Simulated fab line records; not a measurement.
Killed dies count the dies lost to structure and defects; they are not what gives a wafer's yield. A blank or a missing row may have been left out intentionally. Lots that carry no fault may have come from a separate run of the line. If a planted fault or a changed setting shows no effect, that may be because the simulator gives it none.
Chamber matching	flow nand-harc	ald-metal-03 running NHARC_A_WL_FILL_ALD_19: 4 sister chambers
The step deposits TiN, target thk 2 nm, pulse time 3 s, ald cycles 100. 8 wafers are shown with their chamber, then 7 later ones without.

== EACH WAFER AND ITS CHAMBER ==
wafer	chamber	heater-power-w (W)	precursor-pulse-height-rel
L078.3	2	1147	1.030
L078.4	3	933	0.995
L080.1	2	1181	0.999
L086.1	1	1107	1.005
L086.3	3	975	0.980
L086.6	0	1128	0.973
L097.3	0	1115	0.990
L097.4	1	1093	1.025

== WAFERS WITHOUT THEIR CHAMBER ==
wafer	heater-power-w (W)	precursor-pulse-height-rel
L097.6	1066	0.991
L097.1	1077	1.036
L097.2	965	1.011
L097.5	1112	0.961
L096.1	1068	0.983
L096.5	981	1.024
L096.6	1126	1.002

== WHICH CHAMBER EACH ONE RAN IN ==
wafer	from the rows above	in truth
L097.6	can't be placed: 1 or 0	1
L097.1	1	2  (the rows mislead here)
L097.2	3	3
L097.5	0	0
L096.1	can't be placed: 1 or 0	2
L096.5	3	3
L096.6	can't be placed: 0 or 1 or 2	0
Correct placement for 3 of the 7. From these rows, 3 cannot be placed; in 2 the true chamber is one of the candidates. Number placed wrongly: 1.
How it was worked out, from the rows above alone: a wafer's distance from a chamber is the root of the sum, over the readings, of the square of ((its reading less the chamber's mean) divided by the reading's scatter). The wafer belongs to the nearest chamber; if the next one is less than 2 further off, it can't be placed. The mean given for a chamber averages the wafers shown for that chamber. How the scatter is found: for the shown wafers, subtract from each reading the mean of its chamber, square and add these, divide the total by (wafers less chambers), then take the root.
